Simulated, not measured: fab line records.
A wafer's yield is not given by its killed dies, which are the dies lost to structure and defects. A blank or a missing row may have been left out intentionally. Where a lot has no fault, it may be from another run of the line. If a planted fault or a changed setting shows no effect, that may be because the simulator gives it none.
fab line records / flow n5Finfet
record lots=4 wafers=12 lastDay=16
route steps=1938 shown BEOL_M1@757 BEOL_M4@1111 PASSIVATION@1936
lots that met no fault: taken from a fault-free run of the same line
startH: hours from the record's opening day to when the first of the lot's shown wafers began / waitH: hours from the lot's prior step to this one / " repeats the value in the row above / L1.1+2: several wafers, shown together as one row / - no value, or no start given / * or withheld: withheld / < > ~ a bound
route shown NAME@n: a module of which the file shows steps, and the number in the route of the first / usual: average and standard deviation across the fault-free wafers / same: alike in all rows / chamber/n: place in a boat / sites: readings site by site / _std_site: how widely they spread, as a standard deviation / _edge_site: inner sites' mean taken away from outer sites' mean / radiusMm: for every site, how far away it sits from the centre of the wafer / mask NAME#n: copy n / behind: the most recent tool/chamber to have shaped the wafer / hold: what put the lot on hold/how long, in hours/how the hold closed / device: the transistor (n, p or np) that didn't switch / end of line: the same wafers' tests at the end of the route / step lacking rows: just its recipe / killed: at the first sort, the dies lost to defects and structure; wafer yield is something else / map: dies across one wafer; x = killed, . = not, _ = none there
set.NAME: the setting that was run; set.NAME@STEP: the one run at that earlier step / model.NAME: the simulator's own value behind a step, which no gauge read
certain route steps with their lots: each step a table, each wafer a row
services: from which hour (startH, from the record's first day; less than 0 if before it) a tool's chamber was out of use, for how many hours, and why
## steps
# step N5_BEOL_M1_COAT_73
# recipe resist=underlayer tempC=205 timeS=60 spinRpm=1500 resistThkNm=5
# step N5_BEOL_M1_COAT_05
# recipe resist=CAR-EUV spinRpm=1500 resistThkNm=30
# step N5_BEOL_M1_EBR_07
# recipe solvent=PGMEA ebrWidthMm=1.5
# step N5_BEOL_M1_SOFTBAKE_06
# recipe tempC=110 timeS=60 resist=CAR-EUV
# step N5_BEOL_M1_EXPOSE_08
# recipe maskId=M1 na=0.33 sourceShape=dipole sigmaInner=0.369 sigmaOuter=0.767 polarization=unpolarized doseMj=33
# step N5_BEOL_M1_PEB_09
# recipe pebTempC=100 pebTimeS=60 resist=CAR-EUV
# step N5_BEOL_M1_DEVELOP_10
# recipe developTimeS=30 developer=TMAH resist=CAR-EUV rinseLiquid=surfactantRinse dry=airSpin devTempC=23
# step N5_BEOL_M1_DESCUM_16
# recipe chemistry=O2 timeS=7 sourcePowerW=50 biasPowerW=20 pressureMtorr=20 rfFrequencyHz=2.712e+07 tempC=40 resist=CAR-EUV o2FlowSccm=225
# step N5_BEOL_M1_ETCH_74
# recipe chemistry=N2/H2 target=underlayer targetDepthA=65 maskMaterial=CAR-EUV timeS=5.2 ionEnergyEv=200 pressureMtorr=30 sourceW=840 biasW=150 n2FlowSccm=200 h2FlowSccm=200 ends=cleared
# step N5_BEOL_M1_ETCH_63
# recipe chemistry=CF4 target=SiARC targetDepthA=156 maskMaterial=CAR-EUV timeS=26 ionEnergyEv=80 pressureMtorr=40 sourceW=545 biasW=36 Ar_flow_sccm=100 cf4FlowSccm=100 ends=cleared
# usual drypumpMotorCurrentA=5.5/0.32 etchRfOnTimeS=25.9/0.4 oesProductAu=0.67/0.061 rfVppV=184.0/1.3 showerheadPlenumPTorr=2.13/0.073 throttleValvePct=15.55/0.26
lot.wafer=L391.1 tool=rieDiel-03 chamber=1 startH=152.99 waitH=0.0 drypumpMotorCurrentA=5.2 etchRfOnTimeS=26.4 oesProductAu=0.66 rfHoursCounterH=127 rfVppV=183.5 showerheadPlenumPTorr=1.99 throttleValvePct=15.38
lot.wafer=L391.2 tool=rieDiel-03 chamber=3 startH=152.99 waitH=0.0 drypumpMotorCurrentA=5.7 etchRfOnTimeS=26.4 oesProductAu=0.60 rfHoursCounterH=216 rfVppV=181.7 showerheadPlenumPTorr=2.12 throttleValvePct=15.88
lot.wafer=L391.5 tool=rieDiel-03 chamber=3 startH=152.99 waitH=0.0 drypumpMotorCurrentA=5.7 etchRfOnTimeS=26.4 oesProductAu=0.60 rfHoursCounterH=- rfVppV=183.3 showerheadPlenumPTorr=2.12 throttleValvePct=15.89
lot.wafer=L399.2 tool=rieDiel-03 chamber=0 startH=206.46 waitH=0.0 drypumpMotorCurrentA=5.6 etchRfOnTimeS=26.0 oesProductAu=0.63 rfHoursCounterH=206 rfVppV=183.5 showerheadPlenumPTorr=2.12 throttleValvePct=15.54
lot.wafer=L399.3 tool=rieDiel-03 chamber=2 startH=206.46 waitH=0.0 drypumpMotorCurrentA=5.2 etchRfOnTimeS=26.2 oesProductAu=0.63 rfHoursCounterH=174 rfVppV=184.1 showerheadPlenumPTorr=2.14 throttleValvePct=16.11
lot.wafer=L399.4 tool=rieDiel-03 chamber=1 startH=206.46 waitH=0.0 drypumpMotorCurrentA=5.2 etchRfOnTimeS=26.1 oesProductAu=0.66 rfHoursCounterH=140 rfVppV=182.9 showerheadPlenumPTorr=1.98 throttleValvePct=15.40
lot.wafer=L400.3 tool=rieDiel-03 chamber=0 startH=206.69 waitH=0.0 drypumpMotorCurrentA=5.6 etchRfOnTimeS=26.0 oesProductAu=0.62 rfHoursCounterH=206 rfVppV=184.3 showerheadPlenumPTorr=2.12 throttleValvePct=15.54
lot.wafer=L400.4 tool=rieDiel-03 chamber=2 startH=206.69 waitH=0.0 drypumpMotorCurrentA=5.3 etchRfOnTimeS=26.3 oesProductAu=0.62 rfHoursCounterH=174 rfVppV=183.4 showerheadPlenumPTorr=2.14 throttleValvePct=16.08
lot.wafer=L400.6 tool=rieDiel-03 chamber=2 startH=206.69 waitH=0.0 drypumpMotorCurrentA=5.3 etchRfOnTimeS=26.2 oesProductAu=0.63 rfHoursCounterH=- rfVppV=183.6 showerheadPlenumPTorr=2.14 throttleValvePct=16.10
lot.wafer=L402.2 tool=rieDiel-06 chamber=2 startH=215.62 waitH=0.0 drypumpMotorCurrentA=5.9 etchRfOnTimeS=26.0 oesProductAu=0.68 rfHoursCounterH=115 rfVppV=184.8 showerheadPlenumPTorr=2.23 throttleValvePct=15.32
lot.wafer=L402.3 tool=rieDiel-06 chamber=1 startH=215.62 waitH=0.0 drypumpMotorCurrentA=6.0 etchRfOnTimeS=25.5 oesProductAu=0.76 rfHoursCounterH=38 rfVppV=185.5 showerheadPlenumPTorr=2.18 throttleValvePct=15.31
lot.wafer=L402.6 tool=rieDiel-06 chamber=2 startH=215.62 waitH=0.0 drypumpMotorCurrentA=6.0 etchRfOnTimeS=25.7 oesProductAu=0.67 rfHoursCounterH=- rfVppV=186.2 showerheadPlenumPTorr=2.23 throttleValvePct=15.33
# step N5_BEOL_M1_ETCH_64
# recipe chemistry=N2/H2 target=SOC targetDepthA=750 overetchA=150 maskMaterial=SiARC tempC=40 timeS=112.5 ionEnergyEv=200 pressureMtorr=30 sourceW=840 biasW=150 n2FlowSccm=200 h2FlowSccm=200
# step N5_BEOL_M1_STRIP_65
# recipe chemistry=N2/H2 tempC=40 n2FlowSccm=200 h2FlowSccm=200 rfFrequencyHz=6e+07
# step N5_BEOL_M1_STRIP_75
# recipe chemistry=N2/H2 tempC=40 n2FlowSccm=200 h2FlowSccm=200 rfFrequencyHz=6e+07
# step N5_BEOL_M1_STRIP_66
# recipe chemistry=CF4 resist=SiARC powerW=300 biasPowerW=75 pressureMtorr=50 cf4FlowSccm=150 rfFrequencyHz=6e+07
# step N5_BEOL_M1_HM_OPEN_17
# recipe chemistry=Cl2/BCl3 targetDepthA=200 overetchA=60 target=TiN maskMaterial=SOC ionEnergyEv=150 pressureMtorr=10 icpW=1000 biasW=126 Cl2_flow_sccm=53.25 bcl3FlowSccm=21.75 Ar_flow_sccm=25
# step N5_BEOL_M1_STRIP_19
# recipe chemistry=O2 powerW=400 tempC=40 pressureMtorr=30 rfFrequencyHz=6e+07 biasPowerW=0 overashFraction=0.2 o2FlowSccm=225
# step N5_BEOL_M1_COAT_67
# recipe resist=SOC tempC=250 timeS=60 spinRpm=1500 resistThkNm=60
# step N5_BEOL_M1_COAT_68
# recipe resist=SiARC tempC=220 timeS=60 spinRpm=1500 resistThkNm=12
# step N5_BEOL_M1_COAT_76
# recipe resist=underlayer tempC=205 timeS=60 spinRpm=1500 resistThkNm=5
# step N5_BEOL_M1_COAT_22
# recipe resist=CAR-EUV spinRpm=1500 resistThkNm=30
# step N5_BEOL_M1_EBR_24
# recipe solvent=PGMEA ebrWidthMm=1.5
# step N5_BEOL_M1_SOFTBAKE_23
# recipe tempC=110 timeS=60 resist=CAR-EUV
# step N5_BEOL_M1_EXPOSE_25
# recipe maskId=V0 na=0.33 sourceShape=quasar sigmaInner=0.2 sigmaOuter=0.8 polarization=unpolarized defocusNm=5 targetCdNm=24 doseMj=63
# step N5_BEOL_M1_PEB_26
# recipe pebTempC=100 pebTimeS=60 resist=CAR-EUV
# step N5_BEOL_M1_DEVELOP_27
# recipe developTimeS=30 developer=TMAH resist=CAR-EUV rinseLiquid=surfactantRinse dry=airSpin devTempC=23
# step N5_BEOL_M1_INSPECT_30
# recipe mode=adi inspectInstrument=brightfield
# usual rawDefectCount=408/96
lot.wafer=L391.1 tool=defectInspect-01 chamber=- startH=153.95 waitH=0.1 rawDefectCount=551
lot.wafer=L391.2 tool=defectInspect-01 chamber=- startH=153.95 waitH=0.1 rawDefectCount=395
lot.wafer=L391.5 tool=defectInspect-01 chamber=- startH=153.95 waitH=0.1 rawDefectCount=340
lot.wafer=L399.2 tool=defectInspect-02 chamber=- startH=207.34 waitH=0.0 rawDefectCount=1130
lot.wafer=L399.3 tool=defectInspect-02 chamber=- startH=207.34 waitH=0.0 rawDefectCount=443
lot.wafer=L399.4 tool=defectInspect-02 chamber=- startH=207.34 waitH=0.0 rawDefectCount=401
lot.wafer=L400.3 tool=defectInspect-02 chamber=- startH=207.60 waitH=0.0 rawDefectCount=1232
lot.wafer=L400.4 tool=defectInspect-02 chamber=- startH=207.60 waitH=0.0 rawDefectCount=710
lot.wafer=L400.6 tool=defectInspect-02 chamber=- startH=207.60 waitH=0.0 rawDefectCount=517
lot.wafer=L402.2 tool=defectInspect-02 chamber=- startH=216.49 waitH=0.0 rawDefectCount=447
lot.wafer=L402.3 tool=defectInspect-02 chamber=- startH=216.49 waitH=0.0 rawDefectCount=281
lot.wafer=L402.6 tool=defectInspect-02 chamber=- startH=216.49 waitH=0.0 rawDefectCount=337
# step N5_BEOL_M1_DESCUM_33
# recipe chemistry=O2 timeS=7 sourcePowerW=50 biasPowerW=20 pressureMtorr=20 rfFrequencyHz=2.712e+07 tempC=40 resist=CAR-EUV o2FlowSccm=225
# step N5_BEOL_M4_RC_MEAS_101
# usual DIBL_N=35.9/1.3 DIBL_P=35.9/1.5 IOFF_N=0.152/0.023 IOFF_P=0.204/0.027 ION_N=673/9.2 ION_P=462/6.7 SS_N=71.4/0.48 SS_P=73.2/0.55 VT_N=250.3/2.6 VT_P=-250.6/3
lot.wafer=L391.1 tool=prober-01 chamber=0 startH=208.44 waitH=0.0 DIBL_N[mV/V]=33.9 DIBL_P[mV/V]=33.4 IOFF_N[nA/um]=0.111 IOFF_P[nA/um]=0.167 ION_N[uA/um]=667 ION_P[uA/um]=465 SS_N[mV/dec]=70.2 SS_P[mV/dec]=72.2 VT_N[mV]=252.3 VT_P[mV]=-254.0
lot.wafer=L391.2 tool=prober-01 chamber=0 startH=208.44 waitH=0.0 DIBL_N[mV/V]=35.6 DIBL_P[mV/V]=35.4 IOFF_N[nA/um]=0.142 IOFF_P[nA/um]=0.194 ION_N[uA/um]=664 ION_P[uA/um]=458 SS_N[mV/dec]=71.1 SS_P[mV/dec]=73.6 VT_N[mV]=251.6 VT_P[mV]=-250.2
lot.wafer=L391.5 tool=prober-01 chamber=0 startH=208.44 waitH=0.0 DIBL_N[mV/V]=36.7 DIBL_P[mV/V]=37.1 IOFF_N[nA/um]=0.156 IOFF_P[nA/um]=0.220 ION_N[uA/um]=678 ION_P[uA/um]=470 SS_N[mV/dec]=71.8 SS_P[mV/dec]=73.6 VT_N[mV]=248.0 VT_P[mV]=-251.2
lot.wafer=L400.3 tool=prober-01 chamber=0 startH=272.24 waitH=0.3 DIBL_N[mV/V]=35.4 DIBL_P[mV/V]=38.1 IOFF_N[nA/um]=0.178 IOFF_P[nA/um]=0.250 ION_N[uA/um]=681 ION_P[uA/um]=473 SS_N[mV/dec]=71.2 SS_P[mV/dec]=73.3 VT_N[mV]=247.2 VT_P[mV]=-245.2
lot.wafer=L400.4 tool=prober-01 chamber=0 startH=272.24 waitH=0.3 DIBL_N[mV/V]=34.4 DIBL_P[mV/V]=36.4 IOFF_N[nA/um]=0.150 IOFF_P[nA/um]=0.228 ION_N[uA/um]=680 ION_P[uA/um]=473 SS_N[mV/dec]=71.3 SS_P[mV/dec]=73.2 VT_N[mV]=251.1 VT_P[mV]=-246.5
lot.wafer=L400.6 tool=prober-01 chamber=0 startH=272.24 waitH=0.3 DIBL_N[mV/V]=33.5 DIBL_P[mV/V]=35.4 IOFF_N[nA/um]=0.148 IOFF_P[nA/um]=0.210 ION_N[uA/um]=675 ION_P[uA/um]=468 SS_N[mV/dec]=71.1 SS_P[mV/dec]=72.5 VT_N[mV]=250.1 VT_P[mV]=-246.4
lot.wafer=L399.2 tool=prober-02 chamber=0 startH=275.04 waitH=0.2 DIBL_N[mV/V]=35.7 DIBL_P[mV/V]=33.3 IOFF_N[nA/um]=0.133 IOFF_P[nA/um]=0.219 ION_N[uA/um]=680 ION_P[uA/um]=472 SS_N[mV/dec]=71.2 SS_P[mV/dec]=73.0 VT_N[mV]=253.4 VT_P[mV]=-245.7
lot.wafer=L399.3 tool=prober-02 chamber=0 startH=275.04 waitH=0.2 DIBL_N[mV/V]=35.6 DIBL_P[mV/V]=33.3 IOFF_N[nA/um]=0.134 IOFF_P[nA/um]=0.215 ION_N[uA/um]=659 ION_P[uA/um]=466 SS_N[mV/dec]=71.0 SS_P[mV/dec]=72.8 VT_N[mV]=252.2 VT_P[mV]=-245.3
lot.wafer=L399.4 tool=prober-02 chamber=0 startH=275.04 waitH=0.2 DIBL_N[mV/V]=36.3 DIBL_P[mV/V]=33.2 IOFF_N[nA/um]=0.138 IOFF_P[nA/um]=0.212 ION_N[uA/um]=673 ION_P[uA/um]=469 SS_N[mV/dec]=71.9 SS_P[mV/dec]=72.6 VT_N[mV]=252.2 VT_P[mV]=-245.2
lot.wafer=L402.2 tool=prober-02 chamber=0 startH=276.80 waitH=0.2 DIBL_N[mV/V]=36.6 DIBL_P[mV/V]=36.6 IOFF_N[nA/um]=0.162 IOFF_P[nA/um]=0.221 ION_N[uA/um]=684 ION_P[uA/um]=465 SS_N[mV/dec]=71.2 SS_P[mV/dec]=73.7 VT_N[mV]=247.5 VT_P[mV]=-249.8
lot.wafer=L402.3 tool=prober-02 chamber=0 startH=276.80 waitH=0.2 DIBL_N[mV/V]=38.8 DIBL_P[mV/V]=39.8 IOFF_N[nA/um]=0.213 IOFF_P[nA/um]=0.275 ION_N[uA/um]=675 ION_P[uA/um]=467 SS_N[mV/dec]=72.0 SS_P[mV/dec]=73.3 VT_N[mV]=245.3 VT_P[mV]=-248.3
lot.wafer=L402.6 tool=prober-02 chamber=0 startH=276.80 waitH=0.2 DIBL_N[mV/V]=35.9 DIBL_P[mV/V]=35.9 IOFF_N[nA/um]=0.141 IOFF_P[nA/um]=0.203 ION_N[uA/um]=673 ION_P[uA/um]=461 SS_N[mV/dec]=71.3 SS_P[mV/dec]=72.8 VT_N[mV]=250.7 VT_P[mV]=-249.1
# step N5_PASSIVATION_PROBE_49
# usual defectLimitedYield=91.0/1.5 killed_at_M0_to_M3=37/12 killed_at_M4_up=13/5 killedAtContacts=13/6.1 killedAtFrontEnd=39/11 killedAtOther=4/3.2 killedDies=106/17 killedOpen=69/12 killedShort=35/7.9 sort_bin_5_function=5.3/1 sort_bin_6_memory=3.3/0.68 sortNPass=1074/17 sortYieldPct=91.0/1.5
# same grossDies=1180 killedAtBackSide=0 sort_bin_4_leakage[%]=0 sort_bin_8_speed[%]=0
lot.wafer=L400.3 tool=prober-02 chamber=- startH=384.17 waitH=0.1 defectLimitedYield[%]=81.8 killed_at_M0_to_M3=165 killed_at_M4_up=13 killedAtContacts=13 killedAtFrontEnd=21 killedAtOther=3 killedDies=215 killedOpen=54 killedShort=20 sort_bin_5_function[%]=12.0 sort_bin_6_memory[%]=3.8 sortNPass=965 sortYieldPct[%]=81.8
lot.wafer=L399.2 tool=prober-02 chamber=- startH=390.82 waitH=0.1 defectLimitedYield[%]=77.1 killed_at_M0_to_M3=203 killed_at_M4_up=17 killedAtContacts=9 killedAtFrontEnd=39 killedAtOther=2 killedDies=270 killedOpen=92 killedShort=36 sort_bin_5_function[%]=14.0 sort_bin_6_memory[%]=5.8 sortNPass=910 sortYieldPct[%]=77.1
# killed by level:class
L400.3 BEOL_M1:unspecified=140 MOL_CONTACT_COAG:geometricParticle:open=11 BEOL_M0_SAQP:geometricParticle:open=6 BEOL_M3:geometricParticle:open=6 FIN_SAQP:geometricParticle:open=4 BEOL_M4:geometricParticle:open=4 BEOL_M7:geometricParticle:open=4 STI_FIN_REVEAL:geometricParticle:open=3
L399.2 BEOL_M1:unspecified=142 BEOL_M3:geometricParticle:open=19 BEOL_M1:geometricParticle:open=11 BEOL_M0_SAQP:geometricParticle:open=10 BEOL_M0_SAQP:geometricParticle:short=10 FIN_SAQP:geometricParticle:open=9 MOL_CONTACT_COAG:geometricParticle:open=7 FIN_SAQP:geometricParticle:short=6
# map L399.2 (x killed, . not)
_________________............________________
______________......x.......x..._____________
___________........................__________
__________....x.x.x....xxx.x........_________
________x.....x....x...x.xxx......xx.._______
_______......x..........x........x..x..______
______...........................x......_____
_____...x...x.x.....x................x...____
____.......x................x........x....___
___........x.........x........x.......x....__
___......x....x...x.......x...x.x..........__
__.....x....xx..xx.......xx.x..............._
__.....x.xxxxxxx.....x.x....x....x...x.x...x_
_..x....xxxxxxxxx.x........x.....x....x...x..
_......xx.xxxxxxxxx.xx....x..x.......x.......
_.....xxxxxxxxxxxxxx..........x.x.....x......
_.....xxxxxxxxxxxxxxx.....x......x...........
_....xxxxxxxxxxxxxxx...x..x....x............x
_...x..xxxxxxxxxxxxxx......xxx...............
_.....xxxxxxxxxxxxxxx........x....x.....x....
_......xxxxxxxxxxx..x....x...................
__.....xxxxxxxxxxx.x.........x.........x...._
__xx....xxxxxx....xxx...x.....x......x....x._
___......x..x.x..xxx...x................x..__
___.x......x.....x.........................__
____..........x..xx.x......x..........xx..___
_____..........x.x..x......x.............____
______..x.....x.........xx.......x......_____
_______......x....x....................______
________..xx..................x..x...x_______
__________..x.......x..............x_________
___________.x............xx........__________
______________....x...x.x......._____________
_________________.....x......________________
# map L400.3 (x killed, . not)
_________________............________________
______________.....x............_____________
___________.........x..............__________
__________....xx....x.x....x......x._________
________..x.........x................._______
_______................................______
______.........................xx......._____
_____....................x....x....x.....____
____....x......xx.........................___
___........................................__
___..x.....xx....x.............x...........__
__...x...xxxx.......x.x....................._
__.....xxx.xxxxx.x.........................._
_.......xxxxxxxx.x....x.....x........x.......
_..x...xxxxxxxxxxxxxx.x.....x......x.........
_xx.x.xxxxxxxxxxxxxx........x....xx..........
_x...x.xxxxxxxxxxxx..........................
_....x.xxxxxxxxxxxxx.x..x....................
_.x...xxxxxxxxxxxxxxx........................
_....xxxxxxxxxxxxxxx.x............x.......x..
_.......xxxxxxxxxxx.....x.x..................
__...xx.xxxxxxxxxxxx..x.....x...........x..._
__......xxxxxx..x..........................._
___..........x...........x....x........x..x__
___......x.............x....x......x.x.....__
____.........x........................x...___
_____....................................____
______....................x.....x......._____
_______................................______
________..................x.x.....x..._______
__________..x....x..........x..xx..._________
___________..............xxx.......__________
______________.................._____________
_________________............________________
## services
tool=rieDiel-06 chamber=2 startH=146.56 hours=6.0 kind=repair
tool=rieDiel-03 chamber=2 startH=152.31 hours=9.3 kind=repair
tool=rieDiel-03 chamber=1 startH=174.66 hours=6.3 kind=repair
## key
firstSign step=N5_BEOL_M1_INSPECT_30 reading=rawDefectCount direction=up sigmas=8.1 usual=408 struck=1181
effect step=N5_PASSIVATION_PROBE_49 reading=killed_at_M0_to_M3 direction=up sigmas=12 usual=37 struck=184
moreKillsBornAt N5_BEOL_M1_ETCH_63@rieDiel-03=282
metAt N5_BEOL_M1_ETCH_63
struckWafers L399.2,L400.3
fault kind=chamberParticleSource tool=rieDiel-03 chamber=0 onsetH=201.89 steps=N5_BEOL_M1_ETCH_63 ratePerVisitCm2=1.0969 endH=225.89
